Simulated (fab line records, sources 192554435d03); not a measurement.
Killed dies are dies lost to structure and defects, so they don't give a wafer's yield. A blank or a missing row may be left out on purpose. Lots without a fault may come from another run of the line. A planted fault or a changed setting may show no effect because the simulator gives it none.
A struck lot beside a sound one | flow n5_finfet | 16 steps out of a route of 1938
Sound: wafers L950.1, L950.2, L950.3. Struck: wafers L947.2, L947.6. (L947.5 of the same lot was not struck and is left out.) The cause comes at the end.
At each step with rows: each side's tool, then ch and its chambers, then its first start. Under that, the readings that differ: sound wafers | struck wafers | difference of the means | sigmas: that difference in standard deviations of wafers without a fault.
alike: readings whose means differ by less than 2 such deviations, and words and numbers that are the same on both sides. not compared: withheld readings, readings that some wafer has no value for, bounds like >300 that may hide the same value, and numbers for which the record gives no deviation and whose values overlap.
The two part at a step that has a row with sigmas, a row that says differs or no value, or rows on one side only. Numbers that don't overlap but have no deviation are shown without sigmas and don't part them. A reading that every wafer of one side lacks parts them only if that side has two wafers or more.

first, 1 step without rows for these wafers: N5_BEOL_M2_DEVELOP_27 (develop time 30 s).
N5_BEOL_M2_CD_MEAS_28: target cd 26.2 nm, target cd y 24.1 nm.
  sound on cd_sem-02 ch 0, day 12 09:02; struck on cd_sem-02 ch 0, day 11 12:56
  reading    | sound             | struck      | difference | sigmas
  cd_nm (nm) | 26.16 26.52 26.52 | 25.80 25.88 | -0.56      | -2
N5_BEOL_M2_OVL_MEAS_29:
  sound on overlay-01 ch 0, day 12 09:04; struck on overlay-01 ch 0, day 11 12:59
  alike: V1_OVL
N5_BEOL_M2_INSPECT_30: inspects for defects (brightfield).
  sound on defect_inspect-02, day 12 09:07; struck on defect_inspect-02, day 11 13:02
  alike: raw_defect_count
N5_BEOL_M2_DESCUM_33: chemistry O2, time 7 s.
  sound on rie_diel-01 ch 0,2,3, day 12 09:10; struck on rie_diel-02 ch 1,3, day 11 13:10
  alike: drypump_motor_current_A, oes_product_au, rf_vpp_V, showerhead_plenum_p_Torr, temp_c, throttle_valve_pct
  not compared: rf_hours_counter_h
then, 1 step without rows for these wafers: N5_BEOL_M2_ETCH_77 (etches underlayer in N2/H2, target depth 6.5 nm, time 5.2 s).
N5_BEOL_M2_ETCH_69: etches SiARC in CF4, target depth 15.6 nm, time 26 s.
  sound on rie_diel-01 ch 0,2,3, day 12 09:13; struck on rie_diel-02 ch 1,3, day 11 13:13
  alike: drypump_motor_current_A, etch_rf_on_time_s, oes_product_au, rf_vpp_V, showerhead_plenum_p_Torr, throttle_valve_pct
  not compared: rf_hours_counter_h
N5_BEOL_M2_ALD_98: deposits SiO2, target thk 2.5 nm, pulse time 1 s, co reactant pulse time 1 s.
  sound on ald_sin-02 ch 0,1,2, day 12 09:17; struck on ald_sin-03 ch 0,2, day 11 13:17
  alike: heater_power_w, precursor_pulse_height_rel
N5_BEOL_M2_ETCHBACK_99: etches SiO2 in CHF3, target depth 5 nm, time 10.4 s.
  sound on rie_diel-01 ch 0,1,2, day 12 16:38; struck on rie_diel-02 ch 3, day 11 16:44
  reading                     | sound       | struck  | difference | sigmas
  drypump_motor_current_A (A) | 5.7 6.2 5.6 | 4.9 4.9 | -0.9       | -2
  alike: oes_f_703_au, oes_product_au, rf_vpp_V, showerhead_plenum_p_Torr, throttle_valve_pct
  not compared: rf_hours_counter_h
N5_BEOL_M2_ETCH_70: etches SOC in N2/H2, target depth 80 nm, overetch 24 nm, time 130 s.
  sound on rie_diel-01 ch 0,1,2, day 12 16:40; struck on rie_diel-02 ch 3, day 11 16:46
  reading                     | sound       | struck  | difference | sigmas
  drypump_motor_current_A (A) | 5.8 6.3 5.6 | 4.9 4.9 | -1.0       | -2
  alike: oes_product_au, rf_vpp_V, showerhead_plenum_p_Torr, temp_c, throttle_valve_pct
  not compared: rf_hours_counter_h
then, 2 steps without rows for these wafers: N5_BEOL_M2_STRIP_71 (strips in N2/H2); N5_BEOL_M2_STRIP_78 (strips in N2/H2).
N5_BEOL_M2_VIA_ETCH_34: etches the open film in C4F6/O2, target depth 69.4 nm, time 65.9 s.
  sound on rie_diel-01 ch 0,1,2, day 12 16:46; struck on rie_diel-02 ch 3, day 11 16:53
  reading                                  | sound             | struck      | difference | sigmas
  drypump_motor_current_A (A)              | 5.7 6.3 5.6       | 4.9 4.9     | -1.0       | -2
  model.etch.depth_nm (nm)                 | 68.27 70.72 68.67 | 61.49 60.89 | -8.03      |
  model.SOC_of_BEOL_M2_COAT_67.thk_nm (nm) | 51.6 51.4 51.8    | 52.6 52.4   | +0.9       |
  alike: C4F6_flow_sccm, oes_f_703_au, oes_product_au, rf_vpp_V, showerhead_plenum_p_Torr, throttle_valve_pct
  not compared: rf_hours_counter_h
then, 1 step without rows for these wafers: N5_BEOL_M2_STRIP_83 (strips in C4F6/O2).
N5_BEOL_M4_RC_MEAS_101:
  sound on prober-02 ch 0, day 13 21:35; struck on prober-02 ch 0, day 13 05:37
  alike: DIBL_N, DIBL_P, IOFF_N, IOFF_P, ION_N, ION_P, SS_N, SS_P, VT_N, VT_P
-- the record jumps here: 7 days lie between the struck wafers' starts before and after (it left off in module BEOL_M4 and takes up again in module PASSIVATION, whose first step shown is number 1936 of the route) --
N5_PASSIVATION_PROBE_49:
  sound on prober-02, day 18 21:56; struck on prober-02, day 20 08:26
  alike: defect_limited_yield, killed_at_M0_to_M3, killed_at_M4_up, killed_at_contacts, killed_at_front_end, killed_at_other, killed_dies, killed_open, killed_short, sort_bin_5_function, sort_bin_6_memory, sort_bin_8_speed, sort_n_pass, sort_yield_pct

WHERE THEY PART
First at N5_BEOL_M2_CD_MEAS_28; last, within this record, at N5_BEOL_M2_VIA_ETCH_34. Later steps at which nothing parts them and some readings are alike: N5_BEOL_M4_RC_MEAS_101, N5_PASSIVATION_PROBE_49.

WHY: what the simulator had put in
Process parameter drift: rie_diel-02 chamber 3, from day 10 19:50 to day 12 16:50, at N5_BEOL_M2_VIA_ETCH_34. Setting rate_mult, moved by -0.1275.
